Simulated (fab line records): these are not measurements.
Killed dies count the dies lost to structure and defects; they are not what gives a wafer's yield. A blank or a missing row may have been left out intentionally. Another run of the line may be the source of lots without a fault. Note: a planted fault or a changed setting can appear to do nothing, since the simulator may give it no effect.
Problem report, 8D (eight disciplines) form, completed by code ; flow nand-harc ; the parts of the form that need people (team, actions taken, sign-off) are left out

1. WHAT WENT WRONG
thk-nm at NHARC_A_ONON_D1_THK_MEAS_30 reads a mean of 1312 nm on 2 wafers of 2 lots; wafers without a fault read 1002 nm with a standard deviation of 10. Measured from the usual mean, that is +31 standard deviations.
The step: measures by ellipsometry.
First observed at day 10 11:14: wafer L394.2, on film-metro-02. At this step, 40 wafers from 14 lots have a number in the record. By rule, "out" or "out of limits" means more than 4 standard deviations away from the usual mean. The rest of the wafers with a number are treated as sound.

2. WHAT IT IS, AND WHAT IT ISN'T
question;is;is not
which readings at this step;thk-nm;-
which lots;L394, L397;L386, L387, L388, L389, L392, L393, L402, L403, L405, L406, L407, L408
which wafers of those lots;L394.2, L397.2;L397.1, L397.3
read on which gauges;film-metro-01, film-metro-02;-
when;from day 10 11:14;"up to then (18 sound wafers); but 20 sound wafers of L397, L402, L403, L405, L406, L407, L408 came after"

3. WHAT RULES OUT EACH SUSPECT
Counting: a tool at a process step up to the reading stays a suspect if it ran every lot that is out. Sound lots after the first of them don't rule it out here, since some wafers of a struck lot are sound.
- the gauge at NHARC_A_ONON_D1_THK_MEAS_30 is ruled out. 2 gauges (film-metro-01, film-metro-02) read the wafers that are out.
- rie-si-05 at NHARC_A_ZERO_WELL_ETCH_13 (etches the open film in HBr/Cl2, target depth 120 nm, time 40.1 s): kept. It ran every lot that is out, first L394 (day 9 00:47).
- pecvd-onon-02 at NHARC_A_ONON_D1_DEP_28 (target thk 1000 nm): kept. Ran every lot that is out, first one L394 (day 10 10:47); last sound lot up to then L392 (day 10 01:45).
What counting leaves: rie-si-05 at NHARC_A_ZERO_WELL_ETCH_13 and pecvd-onon-02 at NHARC_A_ONON_D1_DEP_28.

4. THE CAUSE (what the simulator had put in)
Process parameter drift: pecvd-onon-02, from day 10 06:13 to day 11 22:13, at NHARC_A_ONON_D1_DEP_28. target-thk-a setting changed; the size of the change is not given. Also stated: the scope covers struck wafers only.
This tool is one of the 2 suspects left after counting.

5. SEQUENCE OF EFFECTS, ordered by route
One row per reading whose mean, taken over the struck wafers that have a number, lies over 3 standard deviations from the usual. Only readings for which the record gives a usual standard deviation are gone through. hours: the time from each lot's start at the first step in this table that gives one to its start at this step, as a median over the lots. sigmas: the change in usual standard deviations.
hours;step;reading;usual;on struck wafers;change;sigmas
0;NHARC_A_ONON_D1_THK_MEAS_30;thk-nm;1002 nm;1312;+310;+31

6. HOW IT WOULD HAVE BEEN CAUGHT EARLIER
5 hours passed between the start of the fault at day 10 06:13 and the first reading out of limits at a measuring or inspecting step in this record, taken at day 10 11:14.
Lots out: 2; of these, L397 started NHARC_A_ONON_D1_DEP_28 on pecvd-onon-02 after day 10 11:14. Holding the tool at that time would have saved it.
